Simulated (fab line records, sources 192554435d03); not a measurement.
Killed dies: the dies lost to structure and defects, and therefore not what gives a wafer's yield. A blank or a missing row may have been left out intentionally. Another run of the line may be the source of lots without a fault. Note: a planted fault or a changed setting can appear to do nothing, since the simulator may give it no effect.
What tool caused it? ; flow n5_finfet ; at 1 step of a route of 1938, 12 lots with 36 wafers sampled

WHAT EACH GAUGE READ, for each wafer
N5_BEOL_M13_OVL_MEAS_11.
lot;measured;on;V12_OVL (nm)
L074;day 11 23:38;overlay-01;0 -4 -4
L080;day 12 20:16;overlay-02;-2 -5 -6
L077;day 13 02:13;overlay-01;1 2 -1
L081;day 14 04:23;overlay-01;9 8 -1
L083;day 14 16:11;overlay-02;5 6 8
L086;day 15 12:31;overlay-01;-3 5 0
L088;day 15 22:20;overlay-02;-4 4 12
L087;day 16 06:53;overlay-01;-2 5 -8
L091;day 16 17:07;overlay-01;-7 -9 -4
L092;day 17 09:58;overlay-02;-3 1 -9
L095;day 17 10:53;overlay-02;-6 -13 -8
L097;day 19 01:12;overlay-01;-3 -1 -5

WHAT TOOL EACH LOT RAN ON (gives the tool, then ch and the chambers of the sampled wafers, and finally the start)
Before these readings, the record contains no process step.

THE ANSWER, worked out from the rows above alone
Rule: the lots themselves supply what counts as usual. Put in order of their means at a reading, lots are off if they are a third of the lots or fewer, leave a main group of 4 or more, and stand apart from it by a gap of 3 or more times the standard deviation of the main group's means; of several such gaps the widest counts. A main group is skipped when, at the precision printed for the reading in the tables above, its means are all equal. A lot without any number at a reading at which 4 lots or more have one is off too. Any other lot the step has rows for is counted as sound.
Nothing can be told from this: no lot is off at any reading shown.

WHAT HAD BEEN PUT IN BY THE SIMULATOR
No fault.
